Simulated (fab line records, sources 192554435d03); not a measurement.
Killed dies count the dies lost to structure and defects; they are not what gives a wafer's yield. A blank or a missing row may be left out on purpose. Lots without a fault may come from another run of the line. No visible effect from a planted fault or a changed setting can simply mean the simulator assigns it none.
The tool behind it: which one? || flow n5-finfet || 36 wafers from 12 lots sampled at 4 of the route's 1938 steps

== WHAT THE GAUGES SHOWED, per wafer ==
N5_ILD0_THK_MEAS_08. Usual: thk-nm 138.8 nm, standard deviation 0.96.
{"lot": "L846", "measured": "day 3 17:55", "on": "film-metro-02", "thk-nm (nm)": "138.2 138.6 139.1", "flag": ""}
{"lot": "L848", "measured": "day 4 09:40", "on": "film-metro-02", "thk-nm (nm)": "139.6 139.9 139.7", "flag": ""}
{"lot": "L849", "measured": "day 4 15:33", "on": "film-metro-02", "thk-nm (nm)": "138.8 138.2 138.8", "flag": ""}
{"lot": "L850", "measured": "day 4 20:43", "on": "film-metro-01", "thk-nm (nm)": "139.1 139.2 140.9", "flag": ""}
{"lot": "L853", "measured": "day 5 14:44", "on": "film-metro-02", "thk-nm (nm)": "139.1 136.6 139.3", "flag": ""}
{"lot": "L854", "measured": "day 5 21:17", "on": "film-metro-02", "thk-nm (nm)": "137.8 139.9 140.2", "flag": ""}
{"lot": "L855", "measured": "day 6 01:18", "on": "film-metro-02", "thk-nm (nm)": "138.7 139.7 139.1", "flag": ""}
{"lot": "L856", "measured": "day 6 16:49", "on": "film-metro-01", "thk-nm (nm)": "139.4 139.3 139.2", "flag": ""}
{"lot": "L858", "measured": "day 6 22:46", "on": "film-metro-01", "thk-nm (nm)": "139.7 139.3 139.8", "flag": ""}
{"lot": "L865", "measured": "day 8 13:38", "on": "film-metro-01", "thk-nm (nm)": "139.3 137.9 139.0", "flag": ""}
{"lot": "L866", "measured": "day 8 23:13", "on": "film-metro-02", "thk-nm (nm)": "138.3 137.7 137.4", "flag": ""}
{"lot": "L867", "measured": "day 9 01:46", "on": "film-metro-02", "thk-nm (nm)": "138.6 138.8 138.3", "flag": ""}

== WHAT TOOL EACH LOT RAN ON (gives the tool, then ch and the chambers of the sampled wafers, and finally the start) ==
{"lot": "L846", "N5_SD_EPI_P_DESCUM_14": "rie-diel-02 ch 0,2,3, day 3 09:35", "N5_SD_ACTIVATION_LSA_01": "laser-anneal-01 ch 0, day 3 14:22", "N5_ILD0_LINER_00": "ald-sin-03 ch 1,2,3, day 3 14:56"}
{"lot": "L848", "N5_SD_EPI_P_DESCUM_14": "rie-diel-01 ch 0,1,3, day 4 00:01", "N5_SD_ACTIVATION_LSA_01": "laser-anneal-01 ch 0, day 4 06:04", "N5_ILD0_LINER_00": "ald-sin-03 ch 1,3, day 4 06:40"}
{"lot": "L849", "N5_SD_EPI_P_DESCUM_14": "rie-diel-01 ch 0,1,3, day 4 07:02", "N5_SD_ACTIVATION_LSA_01": "laser-anneal-02 ch 0, day 4 12:02", "N5_ILD0_LINER_00": "ald-sin-02 ch 0,2,3, day 4 12:34"}
{"lot": "L850", "N5_SD_EPI_P_DESCUM_14": "rie-diel-01 ch 0,1,3, day 4 12:13", "N5_SD_ACTIVATION_LSA_01": "laser-anneal-01 ch 0, day 4 17:03", "N5_ILD0_LINER_00": "ald-sin-03 ch 1,2, day 4 17:43"}
{"lot": "L853", "N5_SD_EPI_P_DESCUM_14": "rie-diel-02 ch 1,2, day 5 06:56", "N5_SD_ACTIVATION_LSA_01": "laser-anneal-02 ch 0, day 5 11:10", "N5_ILD0_LINER_00": "ald-sin-03 ch 0,1,3, day 5 11:44"}
{"lot": "L854", "N5_SD_EPI_P_DESCUM_14": "rie-diel-01 ch 0,2, day 5 12:55", "N5_SD_ACTIVATION_LSA_01": "laser-anneal-01 ch 0, day 5 17:47", "N5_ILD0_LINER_00": "ald-sin-02 ch 0,1, day 5 18:19"}
{"lot": "L855", "N5_SD_EPI_P_DESCUM_14": "rie-diel-06 ch 0,1,3, day 5 17:44", "N5_SD_ACTIVATION_LSA_01": "laser-anneal-02 ch 0, day 5 21:43", "N5_ILD0_LINER_00": "ald-sin-03 ch 0,1,2, day 5 22:19"}
{"lot": "L856", "N5_SD_EPI_P_DESCUM_14": "rie-diel-02 ch 0,1,3, day 6 05:50", "N5_SD_ACTIVATION_LSA_01": "laser-anneal-01 ch 0, day 6 13:15", "N5_ILD0_LINER_00": "ald-sin-03 ch 1,3, day 6 13:49"}
{"lot": "L858", "N5_SD_EPI_P_DESCUM_14": "rie-diel-01 ch 1,2,3, day 6 14:55", "N5_SD_ACTIVATION_LSA_01": "laser-anneal-01 ch 0, day 6 18:52", "N5_ILD0_LINER_00": "ald-sin-03 ch 0,1, day 6 19:45"}
{"lot": "L865", "N5_SD_EPI_P_DESCUM_14": "rie-diel-02 ch 0,1, day 8 05:25", "N5_SD_ACTIVATION_LSA_01": "laser-anneal-01 ch 0, day 8 09:25", "N5_ILD0_LINER_00": "ald-sin-01 ch 0,1,2, day 8 10:39"}
{"lot": "L866", "N5_SD_EPI_P_DESCUM_14": "rie-diel-02 ch 0,2,3, day 8 14:52", "N5_SD_ACTIVATION_LSA_01": "laser-anneal-02 ch 0, day 8 19:44", "N5_ILD0_LINER_00": "ald-sin-01 ch 0,1, day 8 20:14"}
{"lot": "L867", "N5_SD_EPI_P_DESCUM_14": "rie-diel-06 ch 0,1,3, day 8 15:52", "N5_SD_ACTIVATION_LSA_01": "laser-anneal-01 ch 0, day 8 21:52", "N5_ILD0_LINER_00": "ald-sin-01 ch 1,2, day 8 22:25"}
- N5_SD_EPI_P_DESCUM_14: chemistry O2, time 7.9 s.
- N5_SD_ACTIVATION_LSA_01: time 0.0008 s.
- N5_ILD0_LINER_00: material SiNx, target thk 4 nm, pulse time 1 s, purge time 2 s.

== AS READ BY THE TOOLS THEMSELVES (means over the sampled wafers that have a number; for cases with no such wafer, the mark the record gives instead) ==
N5_SD_EPI_P_DESCUM_14. Usual: drypump-motor-current-A 5.51 A, standard deviation 0.26; oes-product-au 0.78 a.u., standard deviation 0.081; rf-vpp-V 243.4 V, standard deviation 1.4; showerhead-plenum-p-Torr 2.11 Torr, standard deviation 0.067; throttle-valve-pct 20.45 %, standard deviation 0.24.
{"lot": "L846", "tool": "rie-diel-02", "drypump-motor-current-A (A)": 5.42, "oes-product-au (a.u.)": 0.79, "rf-vpp-V (V)": 243.7, "showerhead-plenum-p-Torr (Torr)": 2.11, "throttle-valve-pct (%)": 20.30, "flag": ""}
{"lot": "L848", "tool": "rie-diel-01", "drypump-motor-current-A (A)": 5.35, "oes-product-au (a.u.)": 0.80, "rf-vpp-V (V)": 243.6, "showerhead-plenum-p-Torr (Torr)": 2.11, "throttle-valve-pct (%)": 20.51, "flag": ""}
{"lot": "L849", "tool": "rie-diel-01", "drypump-motor-current-A (A)": 5.35, "oes-product-au (a.u.)": 0.80, "rf-vpp-V (V)": 243.9, "showerhead-plenum-p-Torr (Torr)": 2.11, "throttle-valve-pct (%)": 20.50, "flag": ""}
{"lot": "L850", "tool": "rie-diel-01", "drypump-motor-current-A (A)": 5.34, "oes-product-au (a.u.)": 0.80, "rf-vpp-V (V)": 244.1, "showerhead-plenum-p-Torr (Torr)": 2.11, "throttle-valve-pct (%)": 20.52, "flag": ""}
{"lot": "L853", "tool": "rie-diel-02", "drypump-motor-current-A (A)": 5.77, "oes-product-au (a.u.)": 0.87, "rf-vpp-V (V)": 243.4, "showerhead-plenum-p-Torr (Torr)": 2.10, "throttle-valve-pct (%)": 20.11, "flag": ""}
{"lot": "L854", "tool": "rie-diel-01", "drypump-motor-current-A (A)": 5.54, "oes-product-au (a.u.)": 0.74, "rf-vpp-V (V)": 242.5, "showerhead-plenum-p-Torr (Torr)": 2.07, "throttle-valve-pct (%)": 20.66, "flag": ""}
{"lot": "L855", "tool": "rie-diel-06", "drypump-motor-current-A (A)": 5.66, "oes-product-au (a.u.)": 0.77, "rf-vpp-V (V)": 243.7, "showerhead-plenum-p-Torr (Torr)": 2.12, "throttle-valve-pct (%)": 20.38, "flag": ""}
{"lot": "L856", "tool": "rie-diel-02", "drypump-motor-current-A (A)": 5.35, "oes-product-au (a.u.)": 0.77, "rf-vpp-V (V)": 243.2, "showerhead-plenum-p-Torr (Torr)": 2.07, "throttle-valve-pct (%)": 20.49, "flag": ""}
{"lot": "L858", "tool": "rie-diel-01", "drypump-motor-current-A (A)": 5.46, "oes-product-au (a.u.)": 0.76, "rf-vpp-V (V)": 244.3, "showerhead-plenum-p-Torr (Torr)": 2.15, "throttle-valve-pct (%)": 20.63, "flag": ""}
{"lot": "L865", "tool": "rie-diel-02", "drypump-motor-current-A (A)": 5.30, "oes-product-au (a.u.)": 0.73, "rf-vpp-V (V)": 243.6, "showerhead-plenum-p-Torr (Torr)": 2.12, "throttle-valve-pct (%)": 20.56, "flag": ""}
{"lot": "L866", "tool": "rie-diel-02", "drypump-motor-current-A (A)": 5.44, "oes-product-au (a.u.)": 0.75, "rf-vpp-V (V)": 243.6, "showerhead-plenum-p-Torr (Torr)": 2.09, "throttle-valve-pct (%)": 20.36, "flag": ""}
{"lot": "L867", "tool": "rie-diel-06", "drypump-motor-current-A (A)": 5.66, "oes-product-au (a.u.)": 0.75, "rf-vpp-V (V)": 244.5, "showerhead-plenum-p-Torr (Torr)": 2.11, "throttle-valve-pct (%)": 20.42, "flag": ""}

N5_SD_ACTIVATION_LSA_01. Usual: wafer_temp_C_max 1084.3, standard deviation 1.4.
{"lot": "L846", "tool": "laser-anneal-01", "wafer_temp_C_max": 1083.7, "flag": ""}
{"lot": "L848", "tool": "laser-anneal-01", "wafer_temp_C_max": 1083.6, "flag": ""}
{"lot": "L849", "tool": "laser-anneal-02", "wafer_temp_C_max": 1086.6, "flag": ""}
{"lot": "L850", "tool": "laser-anneal-01", "wafer_temp_C_max": 1082.2, "flag": ""}
{"lot": "L853", "tool": "laser-anneal-02", "wafer_temp_C_max": 1084.8, "flag": ""}
{"lot": "L854", "tool": "laser-anneal-01", "wafer_temp_C_max": 1082.7, "flag": ""}
{"lot": "L855", "tool": "laser-anneal-02", "wafer_temp_C_max": 1084.8, "flag": ""}
{"lot": "L856", "tool": "laser-anneal-01", "wafer_temp_C_max": 1083.5, "flag": ""}
{"lot": "L858", "tool": "laser-anneal-01", "wafer_temp_C_max": 1083.3, "flag": ""}
{"lot": "L865", "tool": "laser-anneal-01", "wafer_temp_C_max": 1071.0, "flag": "OFF"}
{"lot": "L866", "tool": "laser-anneal-02", "wafer_temp_C_max": 1085.4, "flag": ""}
{"lot": "L867", "tool": "laser-anneal-01", "wafer_temp_C_max": 1071.2, "flag": "OFF"}

N5_ILD0_LINER_00. Usual: heater-power-w 860 W, standard deviation 93; precursor-pulse-height-rel 1.001, standard deviation 0.019.
{"lot": "L846", "tool": "ald-sin-03", "heater-power-w (W)": 895, "precursor-pulse-height-rel": 1.024, "flag": ""}
{"lot": "L848", "tool": "ald-sin-03", "heater-power-w (W)": 913, "precursor-pulse-height-rel": 0.999, "flag": ""}
{"lot": "L849", "tool": "ald-sin-02", "heater-power-w (W)": 777, "precursor-pulse-height-rel": 1.002, "flag": ""}
{"lot": "L850", "tool": "ald-sin-03", "heater-power-w (W)": 895, "precursor-pulse-height-rel": 0.993, "flag": ""}
{"lot": "L853", "tool": "ald-sin-03", "heater-power-w (W)": 857, "precursor-pulse-height-rel": 1.007, "flag": ""}
{"lot": "L854", "tool": "ald-sin-02", "heater-power-w (W)": 872, "precursor-pulse-height-rel": 0.994, "flag": ""}
{"lot": "L855", "tool": "ald-sin-03", "heater-power-w (W)": 842, "precursor-pulse-height-rel": 1.008, "flag": ""}
{"lot": "L856", "tool": "ald-sin-03", "heater-power-w (W)": 913, "precursor-pulse-height-rel": 0.999, "flag": ""}
{"lot": "L858", "tool": "ald-sin-03", "heater-power-w (W)": 809, "precursor-pulse-height-rel": 1.005, "flag": ""}
{"lot": "L865", "tool": "ald-sin-01", "heater-power-w (W)": 826, "precursor-pulse-height-rel": 1.000, "flag": ""}
{"lot": "L866", "tool": "ald-sin-01", "heater-power-w (W)": 854, "precursor-pulse-height-rel": 0.990, "flag": ""}
{"lot": "L867", "tool": "ald-sin-01", "heater-power-w (W)": 848, "precursor-pulse-height-rel": 1.003, "flag": ""}

== THE ANSWER, worked out from the rows above alone ==
Rule: a lot counts as off when the mean over its wafers that have a number is more than 3 standard deviations away from the usual mean. A lot without any number at a reading at which 4 lots or more have one is off too. The other lots that the step has rows for count as sound. After the gauges, taken in route order, come the tools' own readings; for these a lot's mean is taken, as printed above. The first step at which some lot is off is used, and at that step the reading that is off furthest; a lot without a number counts as furthest.
Off at N5_SD_ACTIVATION_LSA_01 (wafer_temp_C_max): L865, L867.
If a tool, at that step or one of the process steps before it, ran each lot that is off and ran no sound lot following the first of them, it fits. One fits: N5_SD_ACTIVATION_LSA_01 on laser-anneal-01. Its last sound lot is L858 (day 6 18:52), its first lot that is off L865 (day 8 09:25): a fault that began between those two fits.
On the lots that are off, the tool's own readings at N5_SD_ACTIVATION_LSA_01 differ by more than 5 times the standard deviation of the sound lots' means, which bears it out; wafer_temp_C_max reads 1071.1 there versus 1084.1 on the sound lots.

== WHAT THE SIMULATOR HAD PUT IN ==
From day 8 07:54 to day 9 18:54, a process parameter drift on laser-anneal-01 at N5_SD_ACTIVATION_LSA_01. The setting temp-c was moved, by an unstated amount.
Lots struck among those shown: L865, L867. The rule above found the same.
